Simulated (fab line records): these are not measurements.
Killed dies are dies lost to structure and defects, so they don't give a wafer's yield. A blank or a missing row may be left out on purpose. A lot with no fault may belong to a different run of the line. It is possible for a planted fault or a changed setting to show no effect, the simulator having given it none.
Which tool did it? ; flow n5_finfet ; 60 wafers from 20 lots sampled at 6 of the route's 1938 steps

## WHAT THE GAUGES SHOWED, per wafer
Not one reading of a measure or inspect step in the record can be checked against a usual standard deviation.

## WHAT TOOL EACH LOT RAN ON (gives the tool, then ch and the chambers of the sampled wafers, and finally the start)
lot;N5_FIN_SAQP_ETCH_57;N5_FIN_SAQP_MANDREL2_REMOVE_60;N5_FIN_CUT_ETCH_30;N5_FIN_CUT_ETCH_20;N5_FIN_CUT_CUT_ETCH_27;N5_STI_FIN_REVEAL_DENSIFY_30
L074;rie_diel-02 ch 0,2,3, day 1 23:49;rie_si-01 ch 1,2,3, day 2 02:49;rie_diel-01 ch 0,1, day 2 04:06;rie_diel-01 ch 0,1, day 2 04:07;rie_diel-01 ch 0,1, day 2 04:33;rtp_anneal-02 ch 0, day 2 10:25
L075;rie_diel-05 ch 0,1,2, day 2 09:11;rie_si-03 ch 1,3, day 2 10:36;rie_diel-04 ch 0,3, day 2 12:02;rie_diel-04 ch 0,3, day 2 12:03;rie_diel-04 ch 0,3, day 2 12:28;rtp_anneal-01 ch 0, day 2 18:26
L076;rie_diel-02 ch 0,1,3, day 2 12:16;rie_si-01 ch 0,1,2, day 2 13:40;rie_diel-03 ch 0,2, day 2 14:52;rie_diel-03 ch 0,2, day 2 14:53;rie_diel-03 ch 0,2, day 2 15:19;rtp_anneal-01 ch 0, day 2 21:48
L077;rie_diel-06 ch 1,2,3, day 2 18:31;rie_si-01 ch 1,3, day 2 20:20;rie_diel-03 ch 0,1,3, day 2 21:37;rie_diel-03 ch 0,1,3, day 2 21:38;rie_diel-03 ch 0,1,3, day 2 22:04;rtp_anneal-02 ch 0, day 3 05:04
L079;rie_diel-05 ch 0,2,3, day 3 06:10;rie_si-01 ch 1,2, day 3 07:33;rie_diel-01 ch 1,2, day 3 08:51;rie_diel-01 ch 1,2, day 3 08:52;rie_diel-01 ch 1,2, day 3 09:18;rtp_anneal-01 ch 0, day 3 15:27
L080;rie_diel-05 ch 1,2, day 3 13:25;rie_si-01 ch 2,3, day 3 15:05;rie_diel-01 ch 0,2, day 3 16:14;rie_diel-01 ch 0,2, day 3 16:15;rie_diel-01 ch 0,2, day 3 16:41;rtp_anneal-01 ch 0, day 3 22:38
L082;rie_diel-06 ch 2,3, day 3 23:52;rie_si-05 ch 0,3, day 4 01:26;rie_diel-03 ch 0,1, day 4 02:43;rie_diel-03 ch 0,1, day 4 02:44;rie_diel-03 ch 0,1, day 4 03:10;rtp_anneal-02 ch 0, day 4 09:39
L083;rie_diel-02 ch 1,2,3, day 4 05:46;rie_si-01 ch 0,3, day 4 07:13;rie_diel-04 ch 0,1, day 4 08:23;rie_diel-04 ch 0,1, day 4 08:24;rie_diel-04 ch 0,1, day 4 08:50;rtp_anneal-01 ch 0, day 4 14:46
L084;rie_diel-02 ch 0,3, day 4 12:01;rie_si-05 ch 1,3, day 4 13:23;rie_diel-04 ch 2,3, day 4 14:34;rie_diel-04 ch 2,3, day 4 14:35;rie_diel-04 ch 2,3, day 4 15:00;rtp_anneal-02 ch 0, day 4 21:20
L085;rie_diel-02 ch 0,1,3, day 4 21:07;rie_si-01 ch 0,1,3, day 5 00:08;rie_diel-04 ch 0,1,3, day 5 01:29;rie_diel-04 ch 0,1,3, day 5 01:30;rie_diel-04 ch 0,1,3, day 5 01:55;rtp_anneal-01 ch 0, day 5 07:53
L086;rie_diel-05 ch 1,2,3, day 5 01:13;rie_si-03 ch 0,2,3, day 5 02:59;rie_diel-03 ch 0,1,2, day 5 04:16;rie_diel-03 ch 0,1,2, day 5 04:17;rie_diel-03 ch 0,1,2, day 5 04:43;rtp_anneal-01 ch 0, day 5 10:38
L087;rie_diel-02 ch 0,3, day 5 05:39;rie_si-01 ch 1,2, day 5 07:02;rie_diel-01 ch 1,3, day 5 08:17;rie_diel-01 ch 1,3, day 5 08:18;rie_diel-01 ch 1,3, day 5 08:44;rtp_anneal-01 ch 0, day 5 16:32
L089;rie_diel-02 ch 0,3, day 5 17:41;rie_si-05 ch 0,2,3, day 5 19:14;rie_diel-04 ch 0,2,3, day 5 20:40;rie_diel-04 ch 0,2,3, day 5 20:41;rie_diel-04 ch 0,2,3, day 5 21:07;rtp_anneal-01 ch 0, day 6 03:14
L090;rie_diel-06 ch 1,2, day 5 23:47;rie_si-03 ch 0,1, day 6 01:28;rie_diel-04 ch 0,1,2, day 6 02:41;rie_diel-04 ch 0,1,2, day 6 02:42;rie_diel-04 ch 0,1,2, day 6 03:08;rtp_anneal-02 ch 0, day 6 09:09
L092;rie_diel-02 ch 1,2,3, day 6 12:24;rie_si-01 ch 1,2,3, day 6 13:47;rie_diel-03 ch 0,1,3, day 6 15:04;rie_diel-03 ch 0,1,3, day 6 15:05;rie_diel-03 ch 0,1,3, day 6 15:31;rtp_anneal-02 ch 0, day 6 21:26
L093;rie_diel-05 ch 0,2, day 6 17:54;rie_si-05 ch 1,2,3, day 6 19:17;rie_diel-04 ch 1,3, day 6 20:27;rie_diel-04 ch 1,3, day 6 20:28;rie_diel-04 ch 1,3, day 6 20:54;rtp_anneal-02 ch 0, day 7 02:50
L094;rie_diel-06 ch 1,3, day 7 01:54;rie_si-05 ch 0,3, day 7 03:18;rie_diel-04 ch 0,1, day 7 04:44;rie_diel-04 ch 0,1, day 7 04:46;rie_diel-04 ch 0,1, day 7 05:11;rtp_anneal-01 ch 0, day 7 11:10
L095;rie_diel-02 ch 1,2,3, day 7 06:58;rie_si-05 ch 0,2,3, day 7 08:22;rie_diel-03 ch 0,3, day 7 09:40;rie_diel-03 ch 0,3, day 7 09:41;rie_diel-03 ch 0,3, day 7 10:06;rtp_anneal-01 ch 0, day 7 16:13
L096;rie_diel-05 ch 0,1,3, day 7 12:15;rie_si-01 ch 0,3, day 7 13:38;rie_diel-01 ch 0,1,2, day 7 14:47;rie_diel-01 ch 0,1,2, day 7 14:49;rie_diel-01 ch 0,1,2, day 7 15:14;rtp_anneal-02 ch 0, day 7 22:02
L097;rie_diel-06 ch 0,1,2, day 7 18:54;rie_si-01 ch 0,1,3, day 7 20:40;rie_diel-04 ch 1,2,3, day 7 22:28;rie_diel-04 ch 1,2,3, day 7 22:29;rie_diel-04 ch 1,2,3, day 7 22:54;rtp_anneal-01 ch 0, day 8 05:13
- N5_FIN_SAQP_ETCH_57: etches SiNx in CH3F/O2, target depth 32.5 nm, time 46.4 s.
- N5_FIN_SAQP_MANDREL2_REMOVE_60: chemistry HBr/Cl2/O2, target a-Si, stops on SiNx, bt time 10 s.
- N5_FIN_CUT_ETCH_30: etches underlayer in N2/H2, target depth 13 nm, time 10.4 s.
- N5_FIN_CUT_ETCH_20: etches SiARC in CF4, target depth 26 nm, time 43.3 s.
- N5_FIN_CUT_CUT_ETCH_27: etches SiO2 in CHF3/O2, target depth 4 nm, overetch 2 nm, time 4.9 s.
- N5_STI_FIN_REVEAL_DENSIFY_30

## AS READ BY THE TOOLS THEMSELVES (means over the sampled wafers that have a number; for cases with no such wafer, the mark the record gives instead)
N5_FIN_SAQP_ETCH_57. Usual: drypump_motor_current_A 5.8 A, standard deviation 0.38; etch_rf_on_time_s 46.5 s, standard deviation 0.79; oes_product_au 0.65 a.u., standard deviation 0.066; rf_vpp_V 297.1 V, standard deviation 2.8; showerhead_plenum_p_Torr 1.97 Torr, standard deviation 0.054; throttle_valve_pct 16.45 %, standard deviation 0.23.
lot;tool;drypump_motor_current_A (A);etch_rf_on_time_s (s);oes_product_au (a.u.);rf_vpp_V (V);showerhead_plenum_p_Torr (Torr);throttle_valve_pct (%);flag
L074;rie_diel-02;6.1;46.9;0.65;296.5;1.97;16.63;
L075;rie_diel-05;5.6;46.8;0.66;297.7;2.00;16.40;
L076;rie_diel-02;5.7;46.3;0.64;295.5;1.92;16.50;
L077;rie_diel-06;6.0;46.7;0.66;298.0;1.98;16.35;
L079;rie_diel-05;5.9;46.0;0.68;295.8;2.00;16.37;
L080;rie_diel-05;5.5;45.9;0.59;298.3;2.00;16.55;
L082;rie_diel-06;6.1;46.8;0.65;296.6;1.94;16.35;
L083;rie_diel-02;5.8;47.2;0.64;297.7;1.98;16.61;
L084;rie_diel-02;6.0;47.6;0.63;294.9;1.91;16.58;
L085;rie_diel-02;5.7;47.3;0.63;295.7;1.91;16.53;
L086;rie_diel-05;5.7;45.3;0.60;295.9;2.01;16.53;
L087;rie_diel-02;6.0;46.9;0.62;294.9;1.91;16.70;
L089;rie_diel-02;6.0;45.8;0.62;295.1;1.91;16.72;
L090;rie_diel-06;6.0;46.9;0.63;298.4;1.99;16.42;
L092;rie_diel-02;5.7;46.2;0.64;298.1;1.97;16.64;
L093;rie_diel-05;5.8;46.0;0.69;296.0;1.98;16.32;
L094;rie_diel-06;6.1;46.8;0.65;297.3;1.95;16.47;
L095;rie_diel-02;5.8;46.4;0.63;297.2;1.97;16.66;
L096;rie_diel-05;5.5;46.0;0.73;296.2;1.96;16.20;
L097;rie_diel-06;5.9;45.3;0.76;298.1;1.97;16.18;

N5_FIN_SAQP_MANDREL2_REMOVE_60. Usual: drypump_motor_current_A 5.6 A, standard deviation 0.57; oes_product_au 0.995 a.u., standard deviation 0.015; throttle_valve_pct 36.67 %, standard deviation 0.21.
lot;tool;drypump_motor_current_A (A);oes_product_au (a.u.);throttle_valve_pct (%);flag
L074;rie_si-01;5.7;0.982;36.86;
L075;rie_si-03;5.8;0.995;36.63;
L076;rie_si-01;5.7;0.994;36.85;
L077;rie_si-01;5.2;0.980;36.82;
L079;rie_si-01;5.6;0.980;36.88;
L080;rie_si-01;6.1;0.984;36.89;
L082;rie_si-05;5.5;1.000;36.39;
L083;rie_si-01;6.3;0.995;36.84;
L084;rie_si-05;5.2;1.000;36.45;
L085;rie_si-01;5.8;0.993;36.82;
L086;rie_si-03;5.1;1.002;36.69;
L087;rie_si-01;5.6;0.975;36.87;
L089;rie_si-05;5.6;0.996;36.49;
L090;rie_si-03;5.6;1.014;36.87;
L092;rie_si-01;5.7;0.988;36.86;
L093;rie_si-05;5.4;0.998;36.52;
L094;rie_si-05;5.4;0.992;36.42;
L095;rie_si-05;5.6;0.999;36.48;
L096;rie_si-01;6.4;1.000;36.84;
L097;rie_si-01;5.8;0.995;36.82;

N5_FIN_CUT_ETCH_30. Usual: drypump_motor_current_A 5.6 A, standard deviation 0.42; etch_rf_on_time_s 10.28 s, standard deviation 0.16; oes_product_au 0.68 a.u., standard deviation 0.089; rf_vpp_V 524.1 V, standard deviation 2.9; showerhead_plenum_p_Torr 2.55 Torr, standard deviation 0.097; throttle_valve_pct 17.86 %, standard deviation 0.2.
lot;tool;drypump_motor_current_A (A);etch_rf_on_time_s (s);oes_product_au (a.u.);rf_vpp_V (V);showerhead_plenum_p_Torr (Torr);throttle_valve_pct (%);flag
L074;rie_diel-01;5.4;10.40;0.75;526.3;2.61;17.81;
L075;rie_diel-04;6.0;10.26;0.62;525.2;2.56;17.93;
L076;rie_diel-03;5.3;10.12;0.67;523.6;2.51;18.01;
L077;rie_diel-03;5.3;10.28;0.76;523.8;2.51;17.86;
L079;rie_diel-01;5.7;10.41;0.60;522.0;2.48;17.94;
L080;rie_diel-01;5.4;10.28;0.67;524.3;2.58;17.96;
L082;rie_diel-03;5.4;10.25;0.68;521.8;2.48;17.91;
L083;rie_diel-04;5.8;10.32;0.69;522.9;2.53;17.69;
L084;rie_diel-04;6.3;10.20;0.62;523.1;2.49;17.90;
L085;rie_diel-04;6.0;10.31;0.65;522.3;2.51;17.81;
L086;rie_diel-03;5.5;10.25;0.71;523.7;2.57;17.92;
L087;rie_diel-01;5.6;10.21;0.79;525.6;2.64;17.57;
L089;rie_diel-04;6.0;10.47;0.60;522.9;2.55;17.96;
L090;rie_diel-04;5.8;10.40;0.64;523.8;2.57;17.85;
L092;rie_diel-03;5.3;10.21;0.72;522.2;2.49;17.90;
L093;rie_diel-04;6.0;10.33;0.69;520.9;2.46;17.68;
L094;rie_diel-04;5.8;10.27;0.63;524.1;2.57;17.87;
L095;rie_diel-03;4.9;10.41;0.69;521.7;2.46;18.00;
L096;rie_diel-01;5.5;10.25;0.71;527.6;2.64;17.77;
L097;rie_diel-04;6.0;10.30;0.65;523.7;2.50;17.83;

N5_FIN_CUT_ETCH_20. Usual: drypump_motor_current_A 5.6 A, standard deviation 0.42; etch_rf_on_time_s 43.0 s, standard deviation 0.71; oes_product_au 0.68 a.u., standard deviation 0.089; rf_vpp_V 184.1 V, standard deviation 1.3; showerhead_plenum_p_Torr 2.15 Torr, standard deviation 0.078; throttle_valve_pct 15.63 %, standard deviation 0.23.
lot;tool;drypump_motor_current_A (A);etch_rf_on_time_s (s);oes_product_au (a.u.);rf_vpp_V (V);showerhead_plenum_p_Torr (Torr);throttle_valve_pct (%);flag
L074;rie_diel-01;5.4;43.5;0.74;184.8;2.20;15.46;
L075;rie_diel-04;6.0;43.5;0.61;183.1;2.16;15.76;
L076;rie_diel-03;5.3;42.3;0.67;184.2;2.12;15.81;
L077;rie_diel-03;5.3;42.7;0.76;183.7;2.11;15.62;
L079;rie_diel-01;5.7;43.5;0.59;182.8;2.09;15.69;
L080;rie_diel-01;5.4;43.1;0.67;185.1;2.18;15.65;
L082;rie_diel-03;5.4;42.8;0.68;183.9;2.09;15.71;
L083;rie_diel-04;5.7;42.9;0.69;183.8;2.13;15.44;
L084;rie_diel-04;6.3;42.8;0.62;183.2;2.10;15.73;
L085;rie_diel-04;6.0;43.5;0.65;184.5;2.12;15.60;
L086;rie_diel-03;5.5;42.2;0.72;184.4;2.16;15.69;
L087;rie_diel-01;5.6;41.8;0.79;184.6;2.21;15.32;
L089;rie_diel-04;6.0;43.5;0.60;184.0;2.15;15.80;
L090;rie_diel-04;5.7;43.1;0.64;184.1;2.17;15.65;
L092;rie_diel-03;5.3;43.2;0.71;182.5;2.10;15.68;
L093;rie_diel-04;6.0;43.7;0.69;183.7;2.07;15.40;
L094;rie_diel-04;5.8;43.0;0.64;184.2;2.17;15.68;
L095;rie_diel-03;5.0;43.5;0.70;182.7;2.07;15.77;
L096;rie_diel-01;5.5;43.2;0.70;184.3;2.22;15.46;
L097;rie_diel-04;6.0;43.0;0.64;184.1;2.11;15.62;

N5_FIN_CUT_CUT_ETCH_27. Usual: drypump_motor_current_A 5.6 A, standard deviation 0.43; oes_product_au 0.63 a.u., standard deviation 0.079; rf_vpp_V 525 V, standard deviation 5.8; showerhead_plenum_p_Torr 2.42 Torr, standard deviation 0.089; throttle_valve_pct 18.85 %, standard deviation 0.22.
lot;tool;drypump_motor_current_A (A);oes_product_au (a.u.);rf_vpp_V (V);showerhead_plenum_p_Torr (Torr);throttle_valve_pct (%);flag
L074;rie_diel-01;5.4;0.68;525;2.47;18.70;
L075;rie_diel-04;6.0;0.57;531;2.43;18.96;
L076;rie_diel-03;5.3;0.61;518;2.38;19.04;
L077;rie_diel-03;5.3;0.70;521;2.38;18.88;
L079;rie_diel-01;5.7;0.55;523;2.36;18.89;
L080;rie_diel-01;5.4;0.62;524;2.45;18.88;
L082;rie_diel-03;5.5;0.63;517;2.36;18.93;
L083;rie_diel-04;5.7;0.64;531;2.40;18.62;
L084;rie_diel-04;6.3;0.58;520;2.37;18.95;
L085;rie_diel-04;6.0;0.60;528;2.38;18.79;
L086;rie_diel-03;5.5;0.65;519;2.43;18.95;
L087;rie_diel-01;5.6;0.73;531;2.49;18.56;
L089;rie_diel-04;6.0;0.56;526;2.42;19.01;
L090;rie_diel-04;5.7;0.59;529;2.44;18.84;
L092;rie_diel-03;5.3;0.65;521;2.37;18.93;
L093;rie_diel-04;6.0;0.64;525;2.33;18.61;
L094;rie_diel-04;5.7;0.58;533;2.43;18.85;
L095;rie_diel-03;4.9;0.65;521;2.33;19.03;
L096;rie_diel-01;5.5;0.65;527;2.50;18.69;
L097;rie_diel-04;6.0;0.59;524;2.37;18.83;

N5_STI_FIN_REVEAL_DENSIFY_30. Usual: 11.53 % for lamp_power_pct, sd 0.057.
lot;tool;lamp_power_pct (%);flag
L074;rtp_anneal-02;11.60;
L075;rtp_anneal-01;11.47;
L076;rtp_anneal-01;11.50;
L077;rtp_anneal-02;11.52;
L079;rtp_anneal-01;11.53;
L080;rtp_anneal-01;11.54;
L082;rtp_anneal-02;11.53;
L083;rtp_anneal-01;11.52;
L084;rtp_anneal-02;11.49;
L085;rtp_anneal-01;11.52;
L086;rtp_anneal-01;11.50;
L087;rtp_anneal-01;11.55;
L089;rtp_anneal-01;11.58;
L090;rtp_anneal-02;11.48;
L092;rtp_anneal-02;11.59;
L093;rtp_anneal-02;11.49;
L094;rtp_anneal-01;11.54;
L095;rtp_anneal-01;11.59;
L096;rtp_anneal-02;11.52;
L097;rtp_anneal-01;11.51;

## THE ANSWER, worked out from the rows above alone
Rule: take the mean of a lot's wafers that have a number; if it is more than 3 standard deviations from the usual mean, the lot is off. A lot without any number at a reading at which 4 lots or more have one is off too. All remaining lots with rows at the step are treated as sound. First the gauges in route order, then the tools' own readings, where a lot's mean is used as printed above. At the first step where some lot is off, the reading lying furthest off is the one used; lots without a number count as furthest.
No lot is off on any of the readings shown, so nothing can be concluded from this.

## WHAT WAS PUT IN BY THE SIMULATOR
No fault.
